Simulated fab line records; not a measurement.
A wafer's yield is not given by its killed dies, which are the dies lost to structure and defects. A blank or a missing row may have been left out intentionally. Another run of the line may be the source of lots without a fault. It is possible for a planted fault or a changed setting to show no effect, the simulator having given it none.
A struck lot beside a sound one | flow nand_harc | 14 out of 1302 route steps
Sound: the wafers L486.1, L486.2, L486.4. Struck: wafers L482.2, L482.5 (left out: L482.4, a lot-mate that was not struck); the cause follows at the end.
Order at every step that has rows: each side's tool, ch and its chambers, its first start. Under that, the readings that differ: sound wafers | struck wafers | difference of the means | sigmas: that difference in standard deviations of wafers without a fault.
alike: same words and numbers on both sides, and readings whose means sit less than 2 such deviations apart. not compared: any withheld reading, any reading some wafer has no value for, any bound like >300 that may hide the same value, and any number with overlapping values for which the record gives no deviation.
The two part at a step that has a row with sigmas, a row that says differs or no value, or rows on one side only. Numbers that don't overlap but have no deviation are shown without sigmas and don't part them. A reading that every wafer of one side lacks parts them only if that side has two wafers or more.

NHARC_A_CHANNEL_HOLE_D2_CD_MEAS_31:
  sound: cd_sem-03 at day 20 08:41; struck: cd_sem-02 at day 18 13:50
  alike: cd_nm
NHARC_A_CHANNEL_HOLE_D2_XSEM_32:
  sound on xsem-01 ch 0, day 20 08:46; struck on xsem-01 ch 0, day 18 13:55
  reading     | sound          | struck    | difference | sigmas
  bow_nm (nm) | 8.13 8.13 8.12 | 8.77 8.77 | +0.64      | +3
  alike: bot_cd_nm, tilt_deg
NHARC_A_CHANNEL_HOLE_D2_INSPECT_40:
  sound: defect_inspect-01 at day 20 08:52; struck: defect_inspect-02 at day 18 14:02
  alike: raw_defect_count
then, 2 steps without rows for these wafers: NHARC_A_CHANNEL_FILL_D2_PRECLEAN_00 (cleans in SC1); NHARC_A_CHANNEL_FILL_D2_SRD_01.
NHARC_A_CHANNEL_FILL_D2_ALD_02: deposits SiO2, target thk 6 nm, pulse time 10 s, ald cycles 60.
  sound on ald_hk-03 ch 0,2,3, day 20 09:04; struck on ald_hk-01 ch 1,3, day 18 14:14
  alike: heater_power_w, precursor_pulse_height_rel
NHARC_A_CHANNEL_FILL_D2_ALD_03: deposits SiNx, target thk 6 nm, pulse time 60 s, ald cycles 58.
  sound: ald_sin_batch-01 ch 0; struck: ald_sin_batch-01 ch 0
  alike: precursor_pulse_height_rel
then, 1 step without rows for these wafers: NHARC_A_CHANNEL_FILL_D2_ALD_14 (deposits SiO2, target thk 2.5 nm, pulse time 10 s, ald cycles 25).
NHARC_A_CHANNEL_FILL_D2_ALD_15: deposits SiNx, target thk 2 nm, pulse time 60 s, ald cycles 19.
  sound: ald_sin_batch-01 ch 0; struck: ald_sin_batch-02 ch 0
  alike: precursor_pulse_height_rel
then, 3 steps without rows for these wafers: NHARC_A_CHANNEL_FILL_D2_ALD_16 (deposits SiO2, target thk 1.5 nm, pulse time 10 s, ald cycles 15); NHARC_A_CHANNEL_FILL_D2_ANNEAL_17 (time 1800 s); NHARC_A_CHANNEL_FILL_D2_CVD_18 (deposits poly-Si, target thk 3 nm).
NHARC_A_CHANNEL_FILL_D2_ETCHBACK_19: etches the open film in HBr/Cl2, target depth 5 nm, time 1.7 s.
  sound on rie_si-02 ch 0,1,2, day 21 09:17; struck on rie_si-01 ch 0,3, day 19 17:36
  reading               | sound             | struck      | difference | sigmas
  oes_product_au (a.u.) | 0.995 0.987 0.993 | 0.705 0.701 | -0.289     | -24
  alike: drypump_motor_current_A, rf_fwd_power_W, throttle_valve_pct
  not compared: rf_hours_counter_h
NHARC_A_CHANNEL_FILL_D2_ETCHBACK_20: etches the open film in C4F8/O2/Ar, target depth 27 nm, time 13.5 s.
  sound on rie_diel-07 ch 1,2,3, day 21 09:24; struck on rie_diel-07 ch 1,3, day 19 17:52
  reading               | sound             | struck      | difference | sigmas
  oes_product_au (a.u.) | 1.002 1.004 0.981 | 0.931 0.938 | -0.061     | -2
  alike: rf_fwd_power_W, rf_vpp_V
  not compared: rf_hours_counter_h

## WHERE THEY PART
Earliest at NHARC_A_CHANNEL_HOLE_D2_XSEM_32; latest, in this record, at NHARC_A_CHANNEL_FILL_D2_ETCHBACK_20.

WHY: the cause the simulator had injected
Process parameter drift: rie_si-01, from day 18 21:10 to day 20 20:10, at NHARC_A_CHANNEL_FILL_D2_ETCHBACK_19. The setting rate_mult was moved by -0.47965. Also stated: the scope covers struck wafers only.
